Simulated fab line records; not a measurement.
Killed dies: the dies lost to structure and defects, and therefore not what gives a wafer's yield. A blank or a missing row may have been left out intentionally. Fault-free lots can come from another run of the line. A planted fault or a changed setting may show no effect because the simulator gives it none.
fab line records	flow n5-finfet
record: lots: 6	wafers: 18	last-day: 17
route steps=1938 shown HKMG_FIN@462 GATE_CUT@465 BEOL_M4@1111 PASSIVATION@1936
lots that met no fault: taken from a fault-free run of the same line
start-h: hours from the record's opening day to when the first of the lot's shown wafers began	wait-h: time in hours since the lot's previous step	" the same as in the row above	L1.1+2: several wafers, shown together as one row	- no value present, or no start provided	* or withheld: withheld	< > ~ a bound
route shown NAME@n: names a module that has steps shown in the file, with the first one's number in the route	usual: mean/standard deviation of fault-free wafers	same: alike in all rows	chamber/n: place in a boat	sites: readings site by site	_std_site: the values' standard deviation	_edge_site: mean of outer sites minus mean of inner sites	radius-mm: for every site, how far away it sits from the centre of the wafer	mask NAME#n: copy n	behind: the most recent tool/chamber to have shaped the wafer	hold: the reason the lot was held/the length of the hold in hours/how it ended	device: whichever transistor did not switch (one of n, p or np)	end of line: tests run on the same wafers once the route is complete	for a step that has no rows: nothing shown but its recipe	killed: count of dies lost to structure and defects at first sort (not the wafer's yield)	map: the dies of a wafer, with x for killed, . for not killed, _ for no die there
set.NAME: setting as actually run; set.NAME@STEP: the setting as run at that earlier step	model.NAME: the simulator's own value behind a step, which no gauge read
lots seen at some steps along the route; tables by step, rows by wafer
services: when a tool's chamber went out of use (start-h, in hours from the record's first day, below 0 if earlier), for how many hours, and the reason
== steps ==
step: N5_HKMG_FIN_CMP_94
recipe: stop-on: SiNx	post-cmp-clean: w-dilute-nh4oh	t-overpolish-s: 4.7	down-force-psi: 4	platen-rpm: 50.289	pad-velocity-m-s: 1.0006	target-thk-nm: 43.299
usual: motor-current-A: 12.9/1.2
lot.wafer	tool	chamber	start-h	wait-h	motor-current-A
L250.2	cmp-03	0	105.44	0.3	13.4
L250.3	"	1	"	"	11.8
L250.4	"	2	"	"	11.5
L255.2	cmp-04	1	134.66	0.4	12.3
L255.4	"	0	"	"	10.7
L255.6	"	2	"	"	14.3
L260.1	cmp-03	3	163.08	0.3	14.4
L260.3	"	0	"	"	13.1
L260.5	"	2	"	"	10.5
L264.2	cmp-04	1	186.73	0.4	12.2
L264.1	"	2	"	"	15.3
L264.6	"	1	"	"	12.5
L267.2	cmp-02	2	204.36	0.3	14.1
L267.3	"	3	"	"	11.8
L267.6	"	1	"	"	11.6
L268.4	cmp-03	1	212.02	0.2	11.7
L268.6	"	2	"	"	11.2
L268.5	"	3	"	"	14.2
step: N5_HKMG_FIN_INSPECT_28
recipe: inspect-instrument: darkfield	mode: post-cmp
usual: raw-defect-count: 48/19
lot.wafer	tool	chamber	start-h	wait-h	raw-defect-count
L250.2	defect-inspect-02	-	105.64	0.0	35
L250.3	"	-	"	"	79
L250.4	"	-	"	"	65
L255.2	defect-inspect-02	-	134.89	0.0	31
L255.4	"	-	"	"	88
L255.6	"	-	"	"	44
L260.1	defect-inspect-01	-	163.25	0.0	53
L260.3	"	-	"	"	54
L260.5	"	-	"	"	32
L264.1	defect-inspect-01	-	186.96	0.0	63
L264.2	"	-	"	"	35
L264.6	"	-	"	"	58
L267.2	defect-inspect-01	-	204.53	0.0	40
L267.3	"	-	"	"	35
L267.6	"	-	"	"	25
L268.4	defect-inspect-01	-	212.17	0.0	43
L268.5	"	-	"	"	40
L268.6	"	-	"	"	45
step: N5_GATE_CUT_ETCHBACK_00
recipe: chemistry: SF6/Cl2	target: W	pressure-mtorr: 8	icp-w: 900	bias-w: 80	SF6_flow_sccm: 40	Cl2_flow_sccm: 60
usual: drypump-motor-current-A: 5.7/0.36	oes-product-au: 0.86/0.098	throttle-valve-pct: 27.67/0.21
lot.wafer	tool	chamber	start-h	wait-h	drypump-motor-current-A	oes-product-au	rf-hours-counter-h	throttle-valve-pct
L250.2	rie-metal-01	0	105.72	0.1	6.2	0.93	-	27.55
L250.3	"	0	"	"	6.2	0.92	-	27.57
L250.4	"	0	"	"	6.3	0.92	-	27.57
L255.2	rie-metal-01	1	134.92	0.0	5.5	0.95	3	27.83
L255.4	"	1	"	"	5.5	0.95	-	27.84
L255.6	"	1	"	"	5.5	0.94	-	27.84
L260.1	rie-metal-01	1	163.28	0.0	5.5	0.90	7	27.85
L260.3	"	1	"	"	5.6	0.91	-	27.84
L260.5	"	0	"	"	6.3	0.89	-	27.58
L264.1	rie-metal-01	0	186.99	0.0	6.3	0.88	13	27.59
L264.2	"	1	"	"	5.6	0.90	8	27.84
L264.6	"	0	"	"	6.3	0.89	-	27.58
L267.2	rie-metal-02	0	204.56	0.0	5.4	0.86	11	27.76
L267.3	"	1	"	"	5.6	0.79	-	27.33
L267.6	"	0	"	"	5.4	0.86	-	27.75
L268.4	rie-metal-03	0	212.24	0.1	5.2	0.95	-	27.54
L268.5	"	1	"	"	5.5	0.89	-	27.90
L268.6	"	0	"	"	5.2	0.95	-	27.55
step: N5_GATE_CUT_ETCH_56
recipe: chemistry: Cl2/Ar	target: TiN	target-depth-a: 216	pressure-mtorr: 10	icp-w: 600	bias-w: 60	Cl2_flow_sccm: 40	Ar_flow_sccm: 60
usual: drypump-motor-current-A: 5.7/0.35	oes-product-au: 0.86/0.097	throttle-valve-pct: 20.94/0.18
lot.wafer	tool	chamber	start-h	wait-h	drypump-motor-current-A	oes-product-au	rf-hours-counter-h	throttle-valve-pct
L250.2	rie-metal-01	0	105.95	0.2	6.3	0.89	-	20.74
L250.3	"	0	"	"	6.2	0.90	-	20.73
L250.4	"	0	"	"	6.2	0.90	-	20.73
L255.2	rie-metal-01	1	135.04	0.1	5.5	0.95	3	21.06
L255.4	"	1	"	"	5.6	0.95	-	21.05
L255.6	"	1	"	"	5.6	0.95	-	21.05
L260.1	rie-metal-01	1	163.40	0.1	5.6	0.93	7	21.07
L260.3	"	1	"	"	5.6	0.93	-	21.06
L260.5	"	0	"	"	6.3	0.85	-	20.75
L264.1	rie-metal-01	0	187.11	0.1	6.3	0.86	13	20.74
L264.2	"	1	"	"	5.6	0.92	8	21.06
L264.6	"	0	"	"	6.2	0.87	-	20.74
L267.2	rie-metal-02	0	204.68	0.1	5.4	0.87	11	21.02
L267.3	"	1	"	"	5.6	0.80	-	20.79
L267.6	"	0	"	"	5.4	0.87	-	21.03
L268.4	rie-metal-03	0	212.35	0.1	5.2	0.95	-	20.91
L268.5	"	1	"	"	5.5	0.88	-	21.12
L268.6	"	0	"	"	5.2	0.93	-	20.92
step: N5_GATE_CUT_ETCHBACK_30
recipe: chemistry: Cl2/Ar	target: TiN	target-depth-a: 30	mode: isotropic	pressure-mtorr: 10	icp-w: 600	bias-w: 60	Cl2_flow_sccm: 40	Ar_flow_sccm: 60
step: N5_GATE_CUT_VAPOR_ETCH_60
recipe: chemistry: BCl3/Cl2	target: HfO2	mode: isotropic
step: N5_GATE_CUT_ETCH_58
recipe: chemistry: CH3F/O2	target: SiNx	target-depth-a: 170	time-s: 128.6	ion-energy-ev: 50	pressure-mtorr: 30	source-w: 415	bias-w: 21	Ar_flow_sccm: 150	CH3F_flow_sccm: 30	O2_flow_sccm: 20
usual: drypump-motor-current-A: 5.8/0.5	oes-product-au: 0.80/0.072	rf-vpp-V: 99.2/0.98	showerhead-plenum-p-Torr: 2.00/0.041	throttle-valve-pct: 16.20/0.2
lot.wafer	tool	chamber	start-h	wait-h	drypump-motor-current-A	oes-product-au	rf-hours-counter-h	rf-vpp-V	showerhead-plenum-p-Torr	throttle-valve-pct
L250.2	rie-diel-05	3	106.24	0.1	6.4	0.85	67	98.4	1.96	16.47
L250.3	"	2	"	"	5.9	0.85	72	100.4	2.02	16.01
L250.4	"	0	"	"	5.8	0.74	199	97.1	1.98	16.33
L255.2	rie-diel-03	2	135.21	0.0	5.8	0.70	218	98.2	2.06	16.39
L255.4	"	0	"	"	5.3	0.86	64	98.7	1.95	16.19
L255.6	"	3	"	"	6.6	0.83	-	98.6	2.01	15.98
L260.1	rie-diel-03	0	163.57	0.0	5.3	0.85	73	99.1	1.95	16.22
L260.3	"	1	"	"	4.8	0.93	11	99.8	2.04	16.04
L260.5	"	0	"	"	5.3	0.85	-	98.2	1.95	16.22
L264.1	rie-diel-02	1	187.43	0.2	5.7	0.81	93	99.0	1.94	16.20
L264.2	"	3	"	"	5.4	0.75	164	99.3	1.97	16.39
L264.6	"	1	"	"	5.7	0.81	-	99.7	1.94	16.20
L267.2	rie-diel-05	3	204.89	0.1	6.4	0.81	92	97.6	1.95	16.50
L267.3	"	0	"	"	5.8	0.71	229	100.2	1.97	16.39
L267.6	"	0	"	"	5.8	0.71	-	98.7	1.97	16.40
L268.4	rie-diel-02	1	212.49	0.0	5.7	0.80	101	98.8	1.94	16.22
L268.5	"	2	"	"	6.5	0.70	-	97.0	1.99	16.50
L268.6	"	1	"	"	5.7	0.78	-	99.3	1.94	16.19
step: N5_GATE_CUT_STRIP_59
recipe: chemistry: N2/H2	time-s: 20	power-w: 100	temp-c: 40	pressure-mtorr: 100	rf-frequency-hz: 6e+07	bias-power-w: 3	n2-flow-sccm: 300	h2-flow-sccm: 300
step: N5_GATE_CUT_PRECLEAN_31
recipe: temp-c: 23	chemistry: DIW	time-s: 300
step: N5_GATE_CUT_SRD_32
recipe: time-s: 30	temp-c: 23	rinse-liquid: diw	dry: ipa-marangoni
step: N5_GATE_CUT_SAC_CAP_01
recipe: material: SiNx	target-thk-a: 240	temp-c: 400	ald-precursor-family: SiH2I2	ald-co-reactant: N2/H2-plasma	pulse-time-s: 1	ald-cycles: 480	purge-time-s: 2	co-reactant-purge-time-s: 2	pressure-torr: 2
usual: heater-power-w: 860/64	precursor-pulse-height-rel: 1.001/0.019
lot.wafer	tool	chamber	start-h	wait-h	heater-power-w	precursor-pulse-height-rel
L250.2	ald-sin-02	0	106.76	0.2	895	1.007
L250.3	"	1	"	"	811	0.968
L250.4	"	3	"	"	772	1.001
L255.2	ald-sin-04	3	135.54	0.0	839	0.987
L255.4	"	2	"	"	911	0.980
L255.6	"	0	136.63	1.1	849	0.979
L260.1	ald-sin-04	2	163.89	0.0	873	0.996
L260.3	"	1	"	"	962	0.980
L260.5	"	2	164.98	1.1	881	1.013
L264.1	ald-sin-04	1	187.89	0.2	998	1.006
L264.2	"	2	"	"	890	1.006
L264.6	"	3	188.98	1.2	838	1.007
L267.2	ald-sin-04	1	205.20	0.0	995	0.976
L267.3	"	2	"	"	906	1.010
L267.6	"	2	206.29	1.1	895	0.990
L268.4	ald-sin-04	1	212.81	0.0	995	1.000
L268.5	"	1	213.90	1.1	981	0.993
L268.6	"	2	"	"	889	0.987
step: N5_GATE_CUT_PECVD_57
recipe: material: SiNx	target-thk-a: 210	temp-c: 400	precursor: SiH4/NH3/N2	pressure-torr: 1.5	rf-w: 300
usual: heater-power-w: 814/99	showerhead-plenum-p-Torr: 5.14/0.1	throttle-valve-pct: 39.4/2.2
lot.wafer	tool	chamber	start-h	wait-h	heater-power-w	showerhead-plenum-p-Torr	throttle-valve-pct	model.SiNx_of_GATE_CUT_PECVD_57.thk-nm
L250.2	pecvd-03	2	108.95	1.1	692	5.19	37.0	20.8
L250.3	"	1	"	"	923	5.27	40.7	21.2
L250.4	"	1	"	"	934	5.26	40.6	22
L255.2	pecvd-01	1	137.73	1.1	942	5.02	38.7	21.4
L255.4	"	0	"	"	775	5.27	39.4	21.8
L255.6	"	1	"	"	952	5.02	38.8	21.6
L260.1	pecvd-03	2	166.08	1.1	685	5.18	37.1	27.6
L260.3	"	1	"	"	824	5.26	40.7	20.8
L260.5	"	1	"	"	826	5.26	40.6	21.2
L264.1	pecvd-03	0	190.08	1.1	825	5.20	37.0	27.8
L264.2	"	1	"	"	921	5.28	40.7	20.6
L264.6	"	1	"	"	907	5.27	40.6	21.2
L267.2	pecvd-02	1	207.40	1.1	658	5.10	42.1	20.4
L267.3	"	1	"	"	667	5.09	42.0	21.2
L267.6	"	0	"	"	798	5.13	42.2	20.8
L268.4	pecvd-02	1	215.03	1.1	791	5.09	42.0	20.8
L268.5	"	1	"	"	765	5.10	42.0	20.8
L268.6	"	0	"	"	821	5.15	42.1	21
step: N5_GATE_CUT_CMP_02
recipe: stop-on: SiO2	t-overpolish-s: 12.7	post-cmp-clean: alkaline-brush	down-force-psi: 2.5	platen-rpm: 51.8	pad-velocity-m-s: 1.0307	target-thk-nm: 0
step: N5_BEOL_M4_RC_MEAS_101
usual: DIBL_N: 36.0/2.2	DIBL_P: 35.9/2.6	IOFF_N: 0.16/0.038	IOFF_P: 0.21/0.042	ION_N: 675/15	ION_P: 463/10	SS_N: 71.5/0.62	SS_P: 73.2/0.76	VT_N: 250/4.1	VT_P: -251/3.6
lot.wafer	tool	chamber	start-h	wait-h	DIBL_N[mV/V]	DIBL_P[mV/V]	IOFF_N[nA/um]	IOFF_P[nA/um]	ION_N[uA/um]	ION_P[uA/um]	SS_N[mV/dec]	SS_P[mV/dec]	VT_N[mV]	VT_P[mV]
L250.2	prober-01	0	192.88	0.2	35.1	34.2	0.13	0.18	652	450	72.1	73.2	254	-254
L250.3	"	0	"	"	29.7	28.3	0.08	0.12	649	450	70.1	70.8	257	-259
L250.4	"	0	"	"	32.0	30.9	0.09	0.14	629	442	71.3	73.2	259	-257
L255.2	prober-02	0	216.01	0.2	37.0	34.9	0.14	0.16	671	449	71.9	73.1	254	-257
L255.4	"	0	"	"	36.9	36.5	0.16	0.19	683	458	72.4	73.1	252	-256
L255.6	"	0	"	"	34.9	33.9	0.11	0.15	661	445	71.1	73.0	256	-257
L260.1	prober-02	0	247.32	0.0	34.5	33.5	0.12	0.19	656	466	71.3	72.4	254	-250
L260.3	"	0	"	"	39.1	38.6	0.22	0.28	709	482	72.3	73.6	243	-247
L260.5	"	0	"	"	35.4	33.0	0.13	0.17	663	461	70.8	72.3	254	-252
L264.1	prober-02	0	263.94	0.0	40.0	38.5	0.21	0.25	702	479	71.8	74.4	244	-247
L264.2	"	0	"	"	38.6	37.2	0.17	0.24	674	459	71.6	74.8	248	-250
L264.6	"	0	"	"	43.0	40.1	0.27	0.29	700	469	73.5	74.7	243	-245
L267.2	prober-02	0	290.32	0.2	35.4	35.1	0.15	0.23	689	476	71.6	72.3	251	-248
L267.3	"	0	"	"	36.3	35.1	0.17	0.23	670	457	71.5	73.2	251	-247
L267.6	"	0	"	"	37.3	37.0	0.20	0.27	702	480	71.6	73.8	246	-244
L268.4	prober-01	0	306.72	0.5	37.9	38.4	0.21	0.23	669	453	72.2	73.3	249	-252
L268.5	"	0	"	"	36.3	37.6	0.18	0.21	688	463	72.1	73.5	246	-251
L268.6	"	0	"	"	37.7	40.2	0.20	0.26	677	461	72.3	74.5	246	-250
step: N5_PASSIVATION_PROBE_49
usual: defect-limited-yield: 91.4/1.6	killed_at_M0_to_M3: 35/10	killed_at_M4_up: 12/4.7	killed-at-contacts: 12/5.8	killed-at-front-end: 38/12	killed-at-other: 4/3.2	killed-dies: 102/18	killed-open: 68/14	killed-short: 32/8	sort_bin_5_function: 5.1/0.96	sort_bin_6_memory: 3.2/0.77	sort_bin_8_speed: 0.1/0.39	sort-n-pass: 1078/20	sort-yield-pct: 91.3/1.7
same: gross-dies: 1180	killed-at-back-side: 0	sort_bin_4_leakage[%]: 0
lot.wafer	tool	chamber	start-h	wait-h	defect-limited-yield[%]	killed_at_M0_to_M3	killed_at_M4_up	killed-at-contacts	killed-at-front-end	killed-at-other	killed-dies	killed-open	killed-short	sort_bin_5_function[%]	sort_bin_6_memory[%]	sort_bin_8_speed[%]	sort-n-pass	sort-yield-pct[%]
L264.1	prober-01	-	370.99	0.0	92.5	20	18	24	23	3	88	59	28	4.4	2.6	0	1092	92.5
L264.2	prober-01	-	371.04	0.1	91.9	44	14	16	15	7	96	66	28	4.0	3.7	0	1084	91.9
L264.6	prober-01	-	371.24	0.3	92.6	29	11	19	24	4	87	55	29	4.8	2.5	0	1093	92.6
killed by level:class
L264.1 MOL_CONTACT_COAG:geometric-particle:open=20 BEOL_M4:geometric-particle:open=10 STI_FIN_REVEAL:geometric-particle:open=5 BEOL_M3:geometric-particle:open=5 MOL_CONTACT_COAG:geometric-particle:short=4 BEOL_M2:geometric-particle:open=4 FIN_SAQP:geometric-particle:open=3 FIN_SAQP:geometric-particle:short=3
L264.2 MOL_CONTACT_COAG:geometric-particle:open=13 BEOL_M3:geometric-particle:open=10 BEOL_M0_SAQP:geometric-particle:open=10 BEOL_M2:geometric-particle:open=7 BEOL_M4:geometric-particle:open=6 BEOL_M0_SAQP:geometric-particle:short=5 BEOL_M1:geometric-particle:open=4 BEOL_M3:geometric-particle:short=4
L264.6 MOL_CONTACT_COAG:geometric-particle:open=17 BEOL_M0_SAQP:geometric-particle:short=8 BEOL_M2:geometric-particle:open=7 STARTING-WAFER:geometric-particle:short=6 BEOL_M4:geometric-particle:open=6 FIN_SAQP:geometric-particle:short=5 BEOL_M0_SAQP:geometric-particle:open=5 STI_FIN_REVEAL:geometric-particle:open=4
== services ==
tool	chamber	start-h	hours	kind
rie-metal-03	-	86.34	0.3	repair
cmp-02	-	86.74	0.5	repair
rie-diel-02	-	89.59	0.7	repair
pecvd-01	-	94.47	1.4	repair
rie-diel-02	2	95.78	4.7	repair
rie-diel-02	3	97.68	4.5	repair
ald-sin-04	3	102.77	18.7	repair
rie-metal-03	-	114.79	1.0	repair
rie-diel-02	3	119.31	7.9	repair
rie-diel-05	-	122.19	0.2	repair
cmp-03	-	126.83	1.2	repair
rie-metal-01	-	128.24	0.1	repair
rie-diel-05	3	129.67	16.7	repair
cmp-02	-	131.75	0.2	repair
cmp-02	-	133.37	1.2	repair
rie-metal-03	-	138.89	0.6	repair
cmp-02	-	145.92	3.0	repair
ald-sin-02	0	151.84	12.4	repair
rie-metal-02	-	153.54	15.6	pm
rie-diel-05	-	159.80	1.1	repair
cmp-04	-	177.55	0.7	repair
rie-metal-02	1	182.90	7.5	repair
rie-diel-03	2	189.48	14.7	repair
cmp-04	-	207.57	24.7	pm
== key ==
first-sign none at tools or gauges
model-effect: step: N5_GATE_CUT_PECVD_57	value: SiNx_of_GATE_CUT_PECVD_57.thk-nm	without: 20.9	struck: 27.7
met-at N5_GATE_CUT_PECVD_57
struck-wafers L260.1,L264.1
onset-between 108.95 166.08
fault: kind: process-parameter-drift	tool: pecvd-03	chamber: -	onset-h: 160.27	steps: N5_GATE_CUT_PECVD_57	channel: target-thk-a	offset: *	shape: step	end-h: 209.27	scope: struck-wafers-only	acts-in: *	stated: *
